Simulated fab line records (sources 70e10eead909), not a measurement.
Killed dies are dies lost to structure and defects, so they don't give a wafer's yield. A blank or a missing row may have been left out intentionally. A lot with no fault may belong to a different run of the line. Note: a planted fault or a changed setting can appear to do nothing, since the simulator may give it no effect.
fab line records	flow nand-harc
record lots=5	wafers=15	last-day=23
route steps=1159 shown P_M0@263 P_M1@285 END@1159
lots that met no fault: from a run of the same line without faults
start-h: hours from the record's opening day to when the first of the lot's shown wafers began	wait-h: hours elapsed since this lot's preceding step	" the same as in the row above	L1.1+2: several wafers, shown together as one row	- no value present, or no start provided	* or withheld: withheld	< > ~ a bound
route shown NAME@n: a module of which the file shows steps, and the number in the route of the first	usual: average and standard deviation across the fault-free wafers	same: alike in all rows	chamber/n: place in a boat	sites: per-site readings	_std_site: their standard deviation	_edge_site: outer sites' mean less inner sites'	radius-mm: how far each site lies from the wafer's centre	mask NAME#n: copy n	behind: the last tool/chamber to shape the wafer	hold: the reason the lot was held/the length of the hold in hours/how it ended	device: the n, p or np transistor that did not switch	end of line: tests run on the same wafers once the route is complete	where a step has no rows: the recipe by itself	killed: count of dies lost to structure and defects at first sort (not the wafer's yield)	map: a wafer's dies, marking killed ones x, the rest . and places with no die _
set.NAME: the setting that was run; set.NAME@STEP: the one run at that earlier step	model.NAME: the simulator's own value behind a step, which no gauge read
a table for each step, a row for each wafer; lots at some steps of the route
services: a tool's chamber out of use, with start hour (start-h, from the record's first day; less than 0 if before it), hours out, and reason
## steps
# step NHARC_P_M0_CD_MEAS_09
# recipe target-cd-nm=90	landing-energy-ev=500
# usual cd-nm=89.9/0.69
lot.wafer	tool	chamber	start-h	wait-h	cd-nm
L150.1	cd-sem-03	0	119.27	-	90.8
L150.2	"	0	"	"	90.3
L150.6	"	0	"	"	89.7
L152.3	cd-sem-02	0	136.73	-	89.1
L152.5	"	0	"	"	90.4
L152.6	"	0	"	"	89.7
L158.3	cd-sem-01	0	168.04	-	91.1
L158.4	"	0	"	"	89.6
L158.6	"	0	"	"	89.2
L161.2	cd-sem-03	0	194.25	-	90.3
L161.4	"	0	"	"	90.2
L161.6	"	0	"	"	90.3
L165.1	cd-sem-02	0	218.59	-	89.6
L165.3	"	0	"	"	89.3
L165.5	"	0	"	"	90.8
# step NHARC_P_M0_OVL_MEAS_10
# recipe pitch-nm=180
# usual overlay-x-nm=-0.1/0.66	overlay-y-nm=-0.2/0.75
lot.wafer	tool	chamber	start-h	wait-h	overlay-x-nm	overlay-y-nm
L150.1	overlay-02	-	119.36	-	0.1	0.7
L150.2	"	-	"	"	-0.3	0.7
L150.6	"	-	"	"	-0.1	0.2
L152.3	overlay-02	-	136.81	-	0.4	1.1
L152.5	"	-	"	"	0.8	0.6
L152.6	"	-	"	"	0.8	1.1
L158.3	overlay-01	-	168.14	-	-0.2	-1.0
L158.4	"	-	"	"	-0.8	-0.4
L158.6	"	-	"	"	-0.8	-0.6
L161.2	overlay-01	-	194.35	-	-0.5	-1.1
L161.4	"	-	"	"	-0.4	-1.3
L161.6	"	-	"	"	-0.4	-1.2
L165.1	overlay-02	-	218.68	-	-0.8	-0.3
L165.3	"	-	"	"	-0.7	-0.4
L165.5	"	-	"	"	-0.7	0.4
# step NHARC_P_M0_INSPECT_11
# usual raw-defect-count=3.7/2
lot.wafer	tool	chamber	start-h	wait-h	raw-defect-count
L150.1	defect-inspect-01	-	119.39	0.0	3
L150.2	"	-	"	"	8
L150.6	"	-	"	"	2
L152.3	defect-inspect-02	-	136.85	0.0	6
L152.5	"	-	"	"	6
L152.6	"	-	"	"	3
L158.3	defect-inspect-01	-	168.18	0.0	5
L158.4	"	-	"	"	5
L158.6	"	-	"	"	4
L161.2	defect-inspect-01	-	194.39	0.0	4
L161.4	"	-	"	"	1
L161.6	"	-	"	"	3
L165.1	defect-inspect-02	-	218.71	0.0	3
L165.3	"	-	"	"	5
L165.5	"	-	"	"	2
# step NHARC_P_M0_DESCUM_14
# recipe time-s=3	o2-flow-sccm=200	ar-flow-sccm=0	bias-power-w=0	chemistry=O2
# usual chamber-pressure-mTorr=60.00/0.055	drypump-motor-current-A=5.6/0.3	oes-product-au=0.998/0.0091	rf-vpp-V=57.7/0.85	showerhead-plenum-p-Torr=1.92/0.087	throttle-valve-pct=11.311/0.0083
# same time-s=3
lot.wafer	tool	chamber	start-h	wait-h	chamber-pressure-mTorr	drypump-motor-current-A	oes-product-au	rf-hours-counter-h	rf-vpp-V	showerhead-plenum-p-Torr	throttle-valve-pct
L150.2	rie-diel-09	2	119.48	0.1	60.01	6.2	0.996	2	59.1	1.84	11.327
L150.1	"	3	"	"	60.02	5.9	0.973	2	58.5	2.01	11.300
L150.6	"	3	"	"	59.95	5.9	0.979	-	57.7	2.01	11.305
L152.3	rie-diel-10	1	136.91	0.1	60.01	5.4	1.007	9	57.7	2.06	11.309
L152.6	"	0	"	"	59.97	5.3	1.002	-	58.4	2.05	11.315
L152.5	"	1	"	"	60.08	5.4	1.005	-	56.7	2.06	11.305
L158.4	rie-diel-09	0	168.25	0.1	60.01	5.5	1.002	6	58.8	1.97	11.322
L158.3	"	1	"	"	59.99	5.7	1.011	6	57.2	1.87	11.303
L158.6	"	2	"	"	59.97	6.2	1.009	-	55.7	1.84	11.328
L161.4	rie-diel-09	2	194.46	0.1	60.00	6.2	1.002	8	57.0	1.84	11.327
L161.2	"	0	"	"	60.05	5.5	1.012	7	56.4	1.97	11.299
L161.6	"	1	"	"	60.00	5.7	1.012	-	58.0	1.87	11.330
L165.1	rie-diel-10	2	218.77	0.1	60.08	5.4	0.991	3	57.5	1.84	11.311
L165.3	"	0	"	"	60.00	5.3	0.991	2	57.7	2.05	11.328
L165.5	"	1	"	"	59.99	5.3	1.003	-	59.5	2.06	11.303
# step NHARC_P_M0_ETCH_34
# recipe target-depth-a=400	overetch-a=120	time-s=43.94	ion-energy-ev=200	n2-flow-sccm=150	h2-flow-sccm=150	ar-flow-sccm=0	rf-w=400	bias-w=150	chemistry=N2/H2
# step NHARC_P_M0_ETCH_15
# recipe target-depth-a=1500	overetch-a=150	time-s=82.5	c4f8-flow-sccm=withheld	ar-flow-sccm=400	rf-w=600	bias-w=300	chemistry=C4F8/Ar
# usual bias-w=299.9/0.96	chamber-pressure-mTorr=24.997/0.023	oes-product-au=0.949/0.022	rf-vpp-V=441.1/2.7
# same time-s=82.5
lot.wafer	tool	chamber	start-h	wait-h	bias-w	chamber-pressure-mTorr	oes-product-au	rf-hours-counter-h	rf-vpp-V
L150.1	rie-diel-09	1	-	-	299.5	24.958	0.967	3	440.2
L150.2	"	2	"	"	301.0	25.030	0.964	3	438.7
L150.6	"	1	"	"	300.5	24.996	0.968	-	439.5
L152.3	rie-diel-10	2	-	-	300.0	24.948	0.979	10	437.2
L152.6	"	0	"	"	301.3	24.993	0.967	-	445.9
L152.5	"	1	"	"	298.0	24.991	0.959	-	445.4
L158.3	rie-diel-09	3	-	-	300.9	24.990	0.952	5	444.3
L158.4	"	0	"	"	298.0	24.994	0.990	6	443.0
L158.6	"	3	"	"	300.1	25.018	0.946	-	444.7
L161.2	rie-diel-09	0	-	-	298.8	25.037	0.935	7	442.6
L161.4	"	1	"	"	300.9	24.966	0.929	8	439.1
L161.6	"	0	"	"	301.1	24.991	0.932	-	441.5
L165.1	rie-diel-10	2	-	-	300.1	25.028	0.950	3	436.5
L165.3	"	0	"	"	301.1	25.000	0.955	2	444.9
L165.5	"	1	"	"	300.0	25.017	0.973	-	445.5
# step NHARC_P_M0_CD_MEAS_16
# usual cd-nm=89.9/0.84
lot.wafer	tool	chamber	start-h	wait-h	cd-nm
L150.1	cd-sem-03	-	119.77	-	91.4
L150.2	"	-	"	"	91.2
L150.6	"	-	"	"	91.2
L152.3	cd-sem-03	-	137.21	-	88.6
L152.5	"	-	"	"	90.3
L152.6	"	-	"	"	89.4
L158.3	cd-sem-01	-	168.54	-	90.6
L158.4	"	-	"	"	88.7
L158.6	"	-	"	"	89.7
L161.2	cd-sem-01	-	194.75	-	89.7
L161.4	"	-	"	"	90.6
L161.6	"	-	"	"	89.7
L165.1	cd-sem-01	-	219.12	-	90.1
L165.3	"	-	"	"	89.0
L165.5	"	-	"	"	90.0
# step NHARC_P_M0_STRIP_18
# recipe power-w=1000	n2-flow-sccm=150	h2-flow-sccm=150	ar-flow-sccm=0	bias-w=0	chemistry=N2/H2
# step NHARC_P_M0_STRIP_19
# recipe time-s=600	temp-c=30	chemistry=post-etch-residue-remover
# step NHARC_P_M0_DEGAS_28
# recipe temp-c=250	time-s=60
# usual heater-power-w=309/22
# same time-s=60
lot.wafer	tool	chamber	start-h	wait-h	heater-power-w
L150.2	pvd-sputter-02	-	120.40	-	292
L150.1	"	-	"	"	308
L150.6	"	-	"	"	299
L152.3	pvd-sputter-02	-	137.84	-	305
L152.5	"	-	"	"	308
L152.6	"	-	"	"	306
L158.3	pvd-sputter-02	-	169.17	-	305
L158.4	"	-	"	"	313
L158.6	"	-	"	"	309
L161.4	pvd-sputter-03	-	195.37	-	294
L161.2	"	-	"	"	322
L161.6	"	-	"	"	295
L165.1	pvd-sputter-03	-	219.75	-	273
L165.3	"	-	"	"	339
L165.5	"	-	"	"	272
# step NHARC_P_M0_PRE_CLEAN_29
# recipe time-s=30	temp-c=280	gas=H2/He
# step NHARC_P_M0_PVD_20
# recipe target-thk-a=50	bias-v=168.6	power-w=15000	chamber-pressure-pa=0.12	time-s=8.06	substrate-temp-c=50	material=TaN
# step NHARC_P_M0_PVD_21
# recipe target-thk-a=300	chamber-pressure-pa=5	power-w=5000	substrate-temp-c=30	time-s=20.49	material=Cu
# usual throttle-valve-pct=29.7/0.84
lot.wafer	tool	chamber	start-h	wait-h	throttle-valve-pct
L150.1	pvd-sputter-02	-	120.62	-	30.1
L150.2	"	-	"	"	29.1
L150.6	"	-	"	"	30.1
L152.3	pvd-sputter-02	-	138.06	-	30.0
L152.6	"	-	"	"	30.1
L152.5	"	-	"	"	29.4
L158.3	pvd-sputter-02	-	169.40	-	28.9
L158.4	"	-	"	"	29.0
L158.6	"	-	"	"	29.3
L161.2	pvd-sputter-03	-	195.59	-	28.6
L161.4	"	-	"	"	30.9
L161.6	"	-	"	"	30.6
L165.3	pvd-sputter-03	-	219.98	-	30.8
L165.1	"	-	"	"	30.8
L165.5	"	-	"	"	28.7
# step NHARC_P_M0_ECD_22
# recipe target-thk-a=4000	bath-temp-c=25	material=Cu
# step NHARC_P_M0_ANNEAL_30
# recipe temp-c=225	time-s=90
# usual anneal-temp-c=224.98/0.18	wafer_temp_C_max=226.0/0.5
# same time-s=90
lot.wafer	tool	chamber	start-h	wait-h	anneal-temp-c	wafer_temp_C_max
L150.1	rtp-anneal-01	0	121.13	-	224.71	226.5
L150.2	"	0	"	"	224.91	226.1
L150.6	"	0	"	"	224.74	226.1
L152.3	rtp-anneal-02	0	138.77	0.3	224.90	225.6
L152.5	"	0	"	"	224.96	225.3
L152.6	"	0	"	"	224.91	225.5
L158.3	rtp-anneal-02	0	170.01	0.3	224.92	225.5
L158.4	"	0	"	"	224.97	225.8
L158.6	"	0	"	"	224.82	225.7
L161.2	rtp-anneal-01	0	196.15	-	225.26	226.7
L161.4	"	0	"	"	224.99	226.9
L161.6	"	0	"	"	225.05	226.6
L165.1	rtp-anneal-02	0	220.63	0.4	224.87	225.4
L165.3	"	0	"	"	224.77	225.5
L165.5	"	0	"	"	225.09	225.3
# step NHARC_P_M0_CMP_23
# recipe t-overpolish-s=20	target-thk-nm=117.53
# step NHARC_P_M0_SRD_25
# step NHARC_P_M0_INSPECT_27
# usual raw-defect-count=290/120
lot.wafer	tool	chamber	start-h	wait-h	raw-defect-count
L150.1	defect-inspect-01	-	121.94	0.0	347
L150.2	"	-	"	"	581
L150.6	"	-	"	"	485
L152.3	defect-inspect-02	-	139.49	0.0	259
L152.5	"	-	"	"	286
L152.6	"	-	"	"	117
L158.3	defect-inspect-01	-	170.73	0.0	242
L158.4	"	-	"	"	292
L158.6	"	-	"	"	218
L161.2	defect-inspect-01	-	196.92	0.0	84
L161.4	"	-	"	"	132
L161.6	"	-	"	"	167
L165.1	defect-inspect-01	-	221.45	0.0	276
L165.3	"	-	"	"	464
L165.5	"	-	"	"	377
# step NHARC_P_M0_PRE_CLEAN_31
# recipe time-s=12	temp-c=370	rf-power-w=300	gas=NH3
# step NHARC_P_M0_DEP_32
# recipe target-thk-a=300	temp-c=370	target-thk-nm=30	pressure-torr=3	flow-sccm=200	rf-w=450	material=SiCN
# step NHARC_P_M1_DEP_00
# recipe target-thk-a=1825	target-thk-nm=182.5	temp-c=withheld	pressure-torr=5	flow-sccm=200	rf-w=600	material=SiOC
# step NHARC_P_M1_DEHYDRATE_01
# recipe temp-c=150	time-s=120
# step NHARC_P_M1_HMDS_02
# recipe time-s=30
# step NHARC_P_M1_COAT_34
# recipe temp-c=200	time-s=65
# step NHARC_P_M1_COAT_03
# recipe spin-rpm=1500	resist-thk-nm=90
# step NHARC_P_M1_SOFTBAKE_04
# recipe temp-c=105	time-s=55
# step NHARC_P_M1_EBR_05
# step NHARC_P_M1_EXPOSE_06
# recipe na=1.35	target-cd-nm=130	dose-mj=81.88	mask-id=P_M1
# step NHARC_P_M1_PEB_07
# recipe peb-temp-c=100	peb-time-s=65
# step NHARC_P_M1_DEVELOP_08
# recipe develop-time-s=35	dev-temp-c=23
# step NHARC_P_M1_CD_MEAS_09
# recipe target-cd-nm=130	landing-energy-ev=500
# usual cd-nm=130.1/0.59
lot.wafer	tool	chamber	start-h	wait-h	cd-nm
L150.1	cd-sem-03	0	123.32	-	130.8
L150.2	"	0	"	"	130.5
L150.6	"	0	"	"	130.9
L152.3	cd-sem-01	0	140.91	-	128.9
L152.5	"	0	"	"	129.8
L152.6	"	0	"	"	129.5
L158.3	cd-sem-03	0	172.43	-	129.8
L158.4	"	0	"	"	129.9
L158.6	"	0	"	"	130.1
L161.2	cd-sem-02	0	198.60	-	129.3
L161.4	"	0	"	"	129.5
L161.6	"	0	"	"	129.7
L165.1	cd-sem-03	0	222.85	-	130.7
# step NHARC_P_M1_OVL_MEAS_10
# recipe pitch-nm=260
# usual overlay-x-nm=-0.1/1	overlay-y-nm=-0.2/0.78
lot.wafer	tool	chamber	start-h	wait-h	overlay-x-nm	overlay-y-nm
L150.1	overlay-02	-	123.41	-	-1.8	-0.3
L150.2	"	-	"	"	-1.9	-0.7
L150.6	"	-	"	"	-2.0	-0.6
L152.3	overlay-02	-	141.00	-	-1.0	-0.4
L152.5	"	-	"	"	-1.2	0.3
L152.6	"	-	"	"	-1.0	0.3
L158.3	overlay-01	-	172.52	-	-0.4	1.7
L158.4	"	-	"	"	-0.8	0.9
L158.6	"	-	"	"	-1.0	1.7
L161.2	overlay-02	-	198.68	-	0.4	-0.6
L161.4	"	-	"	"	0.2	-0.7
L161.6	"	-	"	"	0.6	-0.6
L165.1	overlay-02	-	222.94	-	2.0	-0.7
# step NHARC_P_M1_INSPECT_11
# usual raw-defect-count=3.5/1.9
lot.wafer	tool	chamber	start-h	wait-h	raw-defect-count
L150.1	defect-inspect-02	-	123.44	0.0	5
L150.2	"	-	"	"	2
L150.6	"	-	"	"	2
L152.3	defect-inspect-02	-	141.03	0.0	6
L152.5	"	-	"	"	5
L152.6	"	-	"	"	7
L158.3	defect-inspect-02	-	172.55	0.0	2
L158.4	"	-	"	"	2
L158.6	"	-	"	"	7
L161.2	defect-inspect-01	-	198.72	0.0	7
L161.4	"	-	"	"	1
L161.6	"	-	"	"	4
L165.1	defect-inspect-02	-	222.98	0.0	2
# step NHARC_P_M1_DESCUM_14
# recipe time-s=3	o2-flow-sccm=200	ar-flow-sccm=0	bias-power-w=0	chemistry=O2
# step NHARC_P_M1_ETCH_35
# recipe target-depth-a=400	overetch-a=120	time-s=43.94	ion-energy-ev=200	n2-flow-sccm=150	h2-flow-sccm=150	ar-flow-sccm=0	rf-w=400	bias-w=150	chemistry=N2/H2
# step NHARC_P_M1_ETCH_15
# recipe target-depth-a=1825	time-s=91.2	c4f8-flow-sccm=withheld	ar-flow-sccm=400	rf-w=600	bias-w=300	chemistry=C4F8/Ar
# step NHARC_P_M1_CD_MEAS_16
# usual cd-nm=130.1/0.74
lot.wafer	tool	chamber	start-h	wait-h	cd-nm
L150.1	cd-sem-03	-	123.81	-	130.2
L150.2	"	-	"	"	130.8
L150.6	"	-	"	"	131.8
L152.3	cd-sem-02	-	141.40	-	129.6
L152.5	"	-	"	"	130.6
L152.6	"	-	"	"	130.3
L158.3	cd-sem-02	-	172.92	-	129.1
L158.4	"	-	"	"	130.4
L158.6	"	-	"	"	129.8
L161.2	cd-sem-01	-	199.09	-	129.6
L161.4	"	-	"	"	129.6
L161.6	"	-	"	"	129.7
L165.1	cd-sem-01	-	223.36	-	130.2
# step NHARC_P_M1_STRIP_18
# recipe power-w=1000	n2-flow-sccm=150	h2-flow-sccm=150	ar-flow-sccm=0	bias-w=0	chemistry=N2/H2
# step NHARC_P_M1_ETCH_28
# recipe target-depth-a=300	over-etch-frac=0.3	time-s=72.99	ion-energy-ev=150	cf4-flow-sccm=50	n2-flow-sccm=100	ar-flow-sccm=150	rf-w=300	bias-w=100	chemistry=CF4/N2
# usual bias-w=99.95/0.28	chamber-pressure-mTorr=30.002/0.024	drypump-motor-current-A=5.7/0.37	oes-product-au=1.000/0.0093	rf-vpp-V=314.6/2.1	showerhead-plenum-p-Torr=2.65/0.12	throttle-valve-pct=19.794/0.0086
# same over-etch-frac=0.3	time-s=72.99
lot.wafer	tool	chamber	start-h	wait-h	bias-w	chamber-pressure-mTorr	drypump-motor-current-A	oes-product-au	rf-hours-counter-h	rf-vpp-V	showerhead-plenum-p-Torr	throttle-valve-pct
L150.1	rie-diel-12	2	-	-	99.93	30.007	5.6	0.989	7	316.4	2.71	19.791
L150.2	"	3	"	"	99.48	30.002	6.0	0.988	7	317.3	2.80	19.799
L150.6	"	1	"	"	100.64	29.981	5.2	0.998	-	318.5	2.82	19.780
L152.3	rie-diel-12	2	-	-	100.00	29.978	5.6	0.993	8	315.3	2.71	19.765
L152.5	"	2	"	"	100.41	29.983	5.6	1.007	-	314.3	2.71	19.795
L152.6	"	3	"	"	99.74	29.981	6.0	0.997	-	318.0	2.80	19.786
L158.3	rie-diel-12	1	-	-	100.01	29.992	5.2	0.993	9	317.1	2.82	19.785
L158.4	"	2	"	"	99.63	29.989	5.6	0.990	11	315.2	2.71	19.802
L158.6	"	1	"	"	99.89	30.034	5.2	0.988	-	316.5	2.82	19.786
L161.2	rie-diel-08	1	-	-	100.22	30.008	5.7	0.994	5	314.6	2.58	19.788
L161.4	"	3	"	"	100.24	30.040	5.4	0.992	5	317.1	2.80	19.786
L161.6	"	0	"	"	100.00	29.970	6.1	0.998	-	313.8	2.68	19.790
L165.1	rie-diel-12	3	-	-	100.03	29.966	6.0	0.973	1	318.0	2.80	19.786
# step NHARC_P_M1_STRIP_19
# recipe time-s=600	temp-c=30	chemistry=post-etch-residue-remover
# step NHARC_END_SORT_01
# recipe temp-c=25
# usual defect-limited-yield=95.4/1.7	killed-at-array=27/11	killed-at-other=0.6/0.89	killed-at-periphery=3.0/2.4	killed-dies=31/12	killed-open=3.2/1.6	killed-short=2.0/1.5	sort_bin_2_pct=1.5/0.69	sort_bin_3_pct=0.23/0.22	sort_bin_4_pct=2.9/1.1	sort-n-pass=646/12	sort-rim-yield-pct=94/3.3	sort-yield-pct=95.4/1.7
# same gross-dies=677	sort_bin_5_pct[%]=0	sort_bin_6_pct[%]=0	sort_bin_7_pct[%]=0	sort_bin_8_pct[%]=0	sort-rim-n-gross=106.00
lot.wafer	tool	chamber	start-h	wait-h	defect-limited-yield[%]	killed-at-array	killed-at-other	killed-at-periphery	killed-dies	killed-open	killed-short	sort_bin_2_pct[%]	sort_bin_3_pct[%]	sort_bin_4_pct[%]	sort-n-pass	sort-rim-yield-pct[%]	sort-yield-pct[%]
L165.1	prober-01	0	547.66	2.5	92.5	51	0	0	51	4	2	3.2	0.59	3.7	626	86	92.5
L165.3	prober-01	0	549.27	3.1	0	48	0	629	677	2	2	94.5	0.30	5.2	0	0	0
L165.5	prober-01	0	550.87	3.7	0.1	56	0	620	676	1	1	93.5	0.59	5.8	1	1	0.1
# killed by level:class
L165.1 A_SLIT:chamber-film-flake=19 A_CHANNEL_HOLE_D1:chamber-film-flake=18 A_CONTACT:chamber-film-flake=4 A_CONTACT:geometric-particle:open=2 A_ZERO_WELL:chamber-film-flake=2 A_STAIRCASE:chamber-film-flake=2 A_SOURCE_PLATE:geometric-particle:short=1 A_SOURCE_PLATE:geometric-particle:open=1
L165.3 P_M0:area-pvd=627 A_CHANNEL_HOLE_D1:chamber-film-flake=18 A_SLIT:chamber-film-flake=15 A_STAIRCASE:chamber-film-flake=5 A_CONTACT:chamber-film-flake=5 A_ONON_D1:geometric-particle:open=1 A_ONON_D1:geometric-particle:short=1 A_CONTACT:geometric-particle:open=1
L165.5 P_M0:area-pvd=617 A_CHANNEL_HOLE_D1:chamber-film-flake=21 A_SLIT:chamber-film-flake=13 A_CHANNEL_FILL_D1:chamber-film-flake=6 A_CONTACT:chamber-film-flake=6 A_STAIRCASE:chamber-film-flake=5 A_WL_FILL:chamber-film-flake=2 A_CONTACT:geometric-particle:short=1
# map L165.3 (x killed, . not)
____________x____________
_________xxxxxxx_________
_______xxxxxxxxxxx_______
______xxxxxxxxxxxxx______
_____xxxxxxxxxxxxxxx_____
____xxxxxxxxxxxxxxxxx____
____xxxxxxxxxxxxxxxxx____
___xxxxxxxxxxxxxxxxxxx___
___xxxxxxxxxxxxxxxxxxx___
__xxxxxxxxxxxxxxxxxxxxx__
__xxxxxxxxxxxxxxxxxxxxx__
_xxxxxxxxxxxxxxxxxxxxxxx_
_xxxxxxxxxxxxxxxxxxxxxxx_
_xxxxxxxxxxxxxxxxxxxxxxx_
_xxxxxxxxxxxxxxxxxxxxxxx_
_xxxxxxxxxxxxxxxxxxxxxxx_
xxxxxxxxxxxxxxxxxxxxxxxxx
xxxxxxxxxxxxxxxxxxxxxxxxx
xxxxxxxxxxxxxxxxxxxxxxxxx
xxxxxxxxxxxxxxxxxxxxxxxxx
xxxxxxxxxxxxxxxxxxxxxxxxx
_xxxxxxxxxxxxxxxxxxxxxxx_
_xxxxxxxxxxxxxxxxxxxxxxx_
_xxxxxxxxxxxxxxxxxxxxxxx_
_xxxxxxxxxxxxxxxxxxxxxxx_
_xxxxxxxxxxxxxxxxxxxxxxx_
__xxxxxxxxxxxxxxxxxxxxx__
__xxxxxxxxxxxxxxxxxxxxx__
___xxxxxxxxxxxxxxxxxxx___
___xxxxxxxxxxxxxxxxxxx___
____xxxxxxxxxxxxxxxxx____
____xxxxxxxxxxxxxxxxx____
_____xxxxxxxxxxxxxxx_____
______xxxxxxxxxxxxx______
_______xxxxxxxxxxx_______
_________xxxxxxx_________
____________x____________
# map L161.4 (x killed, . not)
____________.____________
_________......._________
_______....x......_______
______.............______
_____...x..........._____
____.................____
____.................____
___...................___
___........x..........___
__.....................__
__.....................__
_......................._
_x.......x.............._
_......x................_
_............x.........._
_.....................x._
.........................
..........x............x.
........x................
.x.......................
.........................
_......................._
_x......................_
_................x......_
_x..............x......._
_..x.x.................._
__...x.................__
__xxxxx........x.......__
___x..x...............___
___.xx................___
____.................____
____.xxx.............____
_____.........x..x.._____
______......x......______
_______..........._______
_________......._________
____________.____________
## services
tool	chamber	start-h	hours	kind
pvd-sputter-03	-	102.07	10.0	pm
rie-diel-09	0	110.78	-	clean
rie-diel-09	1	110.78	-	clean
rie-diel-09	2	110.78	-	clean
rie-diel-09	3	110.78	-	clean
rie-diel-10	0	124.56	6.3	repair
rie-diel-08	-	124.80	9.0	pm
pvd-sputter-03	-	132.23	4.0	repair
rie-diel-09	0	135.28	-	clean
rie-diel-09	1	135.28	-	clean
rie-diel-09	2	135.28	-	clean
rie-diel-09	3	135.28	-	clean
rie-diel-09	0	140.02	4.0	repair
rie-diel-10	0	147.71	5.5	repair
rie-diel-10	-	162.59	0.8	repair
rie-diel-09	3	169.22	1.7	repair
rie-diel-10	-	176.50	9.0	pm
pvd-sputter-03	-	181.42	3.0	repair
rie-diel-08	0	191.14	2.5	repair
rie-diel-12	2	193.05	9.4	repair
rie-diel-09	-	198.88	0.4	repair
rie-diel-12	-	202.42	9.0	pm
pvd-sputter-02	-	214.05	10.0	pm
rie-diel-10	3	217.81	6.0	repair
## key
first-sign step=NHARC_END_SORT_01	reading=killed-at-periphery	direction=up	sigmas=99+	usual=3.0	struck=624.5
effect step=NHARC_END_SORT_01	reading=sort_bin_2_pct	direction=up	sigmas=99+	usual=1.5	struck=94.0
more-kills-born-at NHARC_P_M0_PVD_21@pvd-sputter-03=1244
met-at NHARC_P_M0_PVD_21
struck-wafers L165.3,L165.5
later-rows-left-out L165.3,L165.5
onset-between 195.59 219.98
fault kind=process-parameter-drift	tool=pvd-sputter-03	chamber=-	onset-h=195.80	steps=NHARC_P_M0_PVD_21	channel=target-thk-a	offset=*	shape=step	end-h=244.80	scope=struck-wafers-only	acts-in=*	stated=*
# later-rows-left-out: the simulator's readings of these wafers behind a module that went badly wrong aren't trusted and aren't shown, but for the sort
